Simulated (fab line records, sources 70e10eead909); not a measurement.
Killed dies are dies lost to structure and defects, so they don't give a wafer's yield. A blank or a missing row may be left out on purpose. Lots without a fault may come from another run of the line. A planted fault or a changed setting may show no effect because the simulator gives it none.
A struck lot beside a sound one | flow nand_harc | 20 steps out of a route of 1302
Sound: wafers L794.1, L794.4, L794.5. Struck: wafers L798.4, L798.5, L798.6. The cause comes at the end.
At each step with rows: each side's tool, then ch and its chambers, then its first start. Under that, the readings that differ: sound wafers | struck wafers | difference of the means | sigmas: that difference in standard deviations of wafers without a fault.
alike: readings whose means differ by less than 2 such deviations, and words and numbers that are the same on both sides. not compared: withheld readings, readings that some wafer has no value for, bounds like >300 that may hide the same value, and numbers for which the record gives no deviation and whose values overlap.
The two part at a step that has a row with sigmas, a row that says differs or no value, or rows on one side only. Numbers that don't overlap but have no deviation are shown without sigmas and don't part them. A reading that every wafer of one side lacks parts them only if that side has two wafers or more.

NHARC_P_ZERO_WELL_CD_MEAS_37: target cd 720 nm.
  sound on cd_sem-02 ch 0, day 2 20:45; struck on cd_sem-01 ch 0, day 4 12:08
  alike: cd_nm
then, 1 step without rows for these wafers: NHARC_P_ZERO_WELL_HARDBAKE_38 (time 80 s).
NHARC_P_ZERO_WELL_DESCUM_39: chemistry O2, time 3 s.
  sound on rie_diel-11 ch 2,3, day 2 20:55; struck on rie_diel-12 ch 1,2, day 4 12:17
  alike: drypump_motor_current_A, oes_product_au, rf_vpp_V, showerhead_plenum_p_Torr, throttle_valve_pct
  not compared: rf_hours_counter_h
then, 9 steps without rows for these wafers: NHARC_P_ZERO_WELL_IMPLANT_40; NHARC_P_ZERO_WELL_IMPLANT_59; NHARC_P_ZERO_WELL_IMPLANT_60; NHARC_P_ZERO_WELL_STRIP_41 (strips in SPM, time 840 s); NHARC_P_ZERO_WELL_DEHYDRATE_44 (time 120 s); NHARC_P_ZERO_WELL_HMDS_45 (time 30 s); NHARC_P_ZERO_WELL_COAT_46; NHARC_P_ZERO_WELL_SOFTBAKE_47 (time 95 s); NHARC_P_ZERO_WELL_EBR_48.
NHARC_P_ZERO_WELL_EXPOSE_49: exposes mask P HVPW, target cd 2000 nm.
  sound on krf_scanner-01 ch 0, day 2 22:14; struck on krf_scanner-02 ch 0, day 4 13:31
  reading | sound                      | struck                              | difference | sigmas
  mask    | P_HVPW#0 P_HVPW#0 P_HVPW#0 | P_HVPW_R1#0 P_HVPW_R1#0 P_HVPW_R1#0 | differs    |
then, 2 steps without rows for these wafers: NHARC_P_ZERO_WELL_PEB_50 (peb time 85 s); NHARC_P_ZERO_WELL_DEVELOP_51 (time 70 s).
NHARC_P_ZERO_WELL_CD_MEAS_52: target cd 2000 nm.
  sound on cd_sem-02 ch 0, day 2 22:23; struck on cd_sem-02 ch 0, day 4 13:40
  reading    | sound                | struck               | difference | sigmas
  cd_nm (nm) | 2001.1 2001.9 2001.9 | 1953.9 1952.9 1953.2 | -48.3      | -37
then, 1 step without rows for these wafers: NHARC_P_ZERO_WELL_HARDBAKE_53 (time 80 s).
NHARC_P_ZERO_WELL_DESCUM_54: chemistry O2, time 3 s.
  sound on rie_diel-04 ch 0,2,3, day 2 22:34; struck on rie_diel-04 ch 0,3, day 4 13:49
  reading                      | sound          | struck         | difference | sigmas
  model.P_ZERO_WELL.cd_nm (nm) | 2001 2002 2002 | 1954 1953 1953 | -48        |
  alike: drypump_motor_current_A, oes_product_au, rf_vpp_V, showerhead_plenum_p_Torr, throttle_valve_pct
  not compared: rf_hours_counter_h
then, 1 step without rows for these wafers: NHARC_P_ZERO_WELL_IMPLANT_55.
-- the record jumps here: 23 days lie between the struck wafers' starts before and after (it left off in module P_ZERO_WELL and takes up again in module END, whose first step shown is number 1302 of the route) --
NHARC_END_SORT_01:
  the record has rows for the struck wafers here (prober-02 ch 0, day 27 09:59) and none for the sound ones

WHERE THEY PART
First at NHARC_P_ZERO_WELL_EXPOSE_49; last, within this record, at NHARC_END_SORT_01.

WHY: what the simulator had put in
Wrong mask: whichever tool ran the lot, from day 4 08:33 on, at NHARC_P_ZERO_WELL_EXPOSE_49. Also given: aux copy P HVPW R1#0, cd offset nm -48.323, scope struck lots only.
